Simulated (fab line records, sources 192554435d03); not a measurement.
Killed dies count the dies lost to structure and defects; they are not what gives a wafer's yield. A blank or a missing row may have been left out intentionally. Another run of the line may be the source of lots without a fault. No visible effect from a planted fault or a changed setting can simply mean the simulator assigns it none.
A struck lot beside a sound one ; flow n5Finfet ; 41 steps out of a route of 1938
Sound: wafers L509.1, L509.4, L509.6. Struck: wafer L520.1 (left out: L520.5, L520.6 of the same lot, which were not struck); the cause appears at the end.
At each step with rows: each side's tool, then ch and its chambers, then its first start. Under that, the readings that differ: sound wafers ; struck wafers ; difference of the means ; sigmas: that difference in standard deviations of wafers without a fault.
alike: words and numbers the same on both sides, and readings whose means are apart by under 2 such deviations; not compared: readings that were withheld, readings missing a value for some wafer, numbers with overlapping values and no deviation given by the record, and bounds like >300 which may hide the same value.
A row with sigmas, a row that says differs or no value, or rows on one side alone: a step with any of these is where the two part. Non-overlapping numbers with no deviation appear without sigmas and do not part them. A reading missing from all wafers of one side parts the sides only when that side holds two or more wafers.

first, 4 steps without rows for these wafers: N5_BEOL_M0_WET_ETCH_106 (etches SiO2 in DHF, target depth 130 nm, rinse time 30 s); N5_BEOL_M0_ETCH_128 (etches SiCN in CF4/N2, target depth 12 nm, overetch 5.1 nm, time 21.4 s); N5_BEOL_M0_TRENCH_ETCH_107 (etches SiOC in C4F6/O2, target depth 32.8 nm, time 16.4 s); N5_BEOL_M0_STRIP_142 (strips in N2/H2, time 10 s).
N5_BEOL_M0_OCD_MEAS_108:
  sound on ocd-02, day 6 06:59; struck on ocd-01, day 8 19:10
  alike: trenchDepthNm
then, 7 steps without rows for these wafers: N5_BEOL_M0_HM_STRIP_129 (strips TiN in peroxide tin strip, target depth 17 nm, time 108 s); N5_BEOL_M0_SRD_130 (time 30 s); N5_BEOL_M0_ETCH_109 (etches SiCN in CH3F/O2, target depth 8 nm, overetch 2.4 nm, time 27.4 s); N5_BEOL_M0_STRIP_139 (strips in post etch residue remover, time 60 s); N5_BEOL_M0_SRD_111 (time 30 s); N5_BEOL_M0_DEGAS_112 (time 60 s); N5_BEOL_M0_PRE_CLEAN_113 (time 30 s).
N5_BEOL_M0_ALD_136: deposits TaN, pulse time 2 s, purge time 3 s, co reactant purge time 2 s.
  sound on aldMetal-03 ch 0,1,2, day 6 07:48; struck on aldMetal-04 ch 0, day 8 19:51
  alike: heaterPowerW
  not compared: sinceWetCleanH
then, 4 steps without rows for these wafers: N5_BEOL_M0_SURFACE_TREAT_137; N5_BEOL_M0_CVD_115 (deposits Co from CCTBA/H2, time 120 s); N5_BEOL_M0_SPUTTER_116 (material Cu, target thk 4 nm, time 7.37 s); N5_BEOL_M0_ANNEAL_117 (time 60 s).
N5_BEOL_M0_SPUTTER_132: material Cu, target thk 4 nm, time 7.37 s.
  sound on pvdSputter-01, day 6 08:46; struck on pvdSputter-02, day 8 20:23
  alike: throttleValvePct
then, 5 steps without rows for these wafers: N5_BEOL_M0_ANNEAL_133 (time 60 s); N5_BEOL_M0_SPUTTER_134 (material Cu, target thk 4 nm, time 7.37 s); N5_BEOL_M0_ANNEAL_135 (time 60 s); N5_BEOL_M0_SPUTTER_141 (material Cu, target thk 4 nm, time 7.37 s); N5_BEOL_M0_ECD_118 (material Cu, target thk 300 nm).
N5_BEOL_M0_ANNEAL_119: time 90 s.
  sound on rtpAnneal-02 ch 0, day 6 09:16; struck on rtpAnneal-02 ch 0, day 9 00:06
  alike: wafer_temp_C_max
then, 2 steps without rows for these wafers: N5_BEOL_M0_CMP_120 (polishes, stops on SiOC, t overpolish 6.9 s); N5_BEOL_M0_PRE_CLEAN_131 (time 15 s).
N5_BEOL_M0_CO_CAP_123: material Co, precursor CCTBA/H2, target thk 2 nm, time 102.1 s.
  sound on cvdCo-02 ch 0,2, day 6 09:58; struck on cvdCo-02 ch 0, day 9 00:46
  alike: heaterPowerW
  not compared: sinceWetCleanH
then, 2 steps without rows for these wafers: N5_BEOL_M0_PRE_CLEAN_124 (time 15 s); N5_BEOL_M0_DEP_125 (deposits SiCN from 3MS/NH3, target thk 8 nm, time 14 s).
N5_BEOL_M0_RS_MEAS_126: a four-point-probe measurement.
  sound on filmMetro-02, day 6 10:11; struck on filmMetro-02, day 9 00:57
  alike: M0_RS
N5_BEOL_M1_ILD_DEP_00: deposits SiOC from DEMS/O2, target thk 79 nm, time 15.3 s.
  sound on pecvd-02 ch 0,1,2, day 6 10:14; struck on pecvd-02 ch 1, day 9 01:01
  alike: heaterPowerW, rfFwdPowerW, showerheadPlenumPTorr, throttleValvePct
  not compared: sinceWetCleanH
N5_BEOL_M1_THK_MEAS_01:
  sound on filmMetro-02, day 6 10:19; struck on filmMetro-01, day 9 01:05
  alike: M1_ILD_THK
then, 1 step without rows for these wafers: N5_BEOL_M1_PECVD_72 (deposits SiO2 from TEOS/O2, target thk 16 nm, time 18 s).
N5_BEOL_M1_HM_DEP_02: deposits TiN, target thk 20 nm.
  sound on pvdSputter-03, day 6 11:22; struck on pvdSputter-03, day 9 02:23
  alike: throttleValvePct
then, 6 steps without rows for these wafers: N5_BEOL_M1_COAT_61 (time 60 s, resist thk 60 nm); N5_BEOL_M1_COAT_62 (time 60 s, resist thk 12 nm); N5_BEOL_M1_COAT_73 (time 60 s, resist thk 5 nm); N5_BEOL_M1_COAT_05 (resist thk 30 nm); N5_BEOL_M1_EBR_07; N5_BEOL_M1_SOFTBAKE_06 (time 60 s).
-- a jump in the record: the struck wafers' starts before and after are 7 days apart (it breaks off in module BEOL_M1 and resumes in module PASSIVATION, where the first step shown is number 1936 of the route) --
N5_PASSIVATION_PROBE_49:
  sound on prober-02, day 13 19:55; struck on prober-02, day 16 10:04
reading;sound;struck;difference;sigmas
defectLimitedYield (%);92.2 94.1 91.9;78.3;-14.4;-10
killed_at_M0_to_M3;36 26 41;193;+159;+14
killedDies;92 70 96;256;+170;+11
sort_bin_5_function (%);4.5 3.9 4.2;13.0;+8.8;+10
sort_bin_6_memory (%);3.2 1.9 3.4;4.8;+2.0;+3
sortNPass;1088 1110 1084;924;-170;-11
sortYieldPct (%);92.2 94.1 91.9;78.3;-14.4;-10
  alike: killed_at_M4_up, killedAtContacts, killedAtFrontEnd, killedAtOther, killedOpen, killedShort, sort_bin_8_speed

WHERE THEY PART
N5_PASSIVATION_PROBE_49 only, going by this record.

WHY: what had been put in by the simulator
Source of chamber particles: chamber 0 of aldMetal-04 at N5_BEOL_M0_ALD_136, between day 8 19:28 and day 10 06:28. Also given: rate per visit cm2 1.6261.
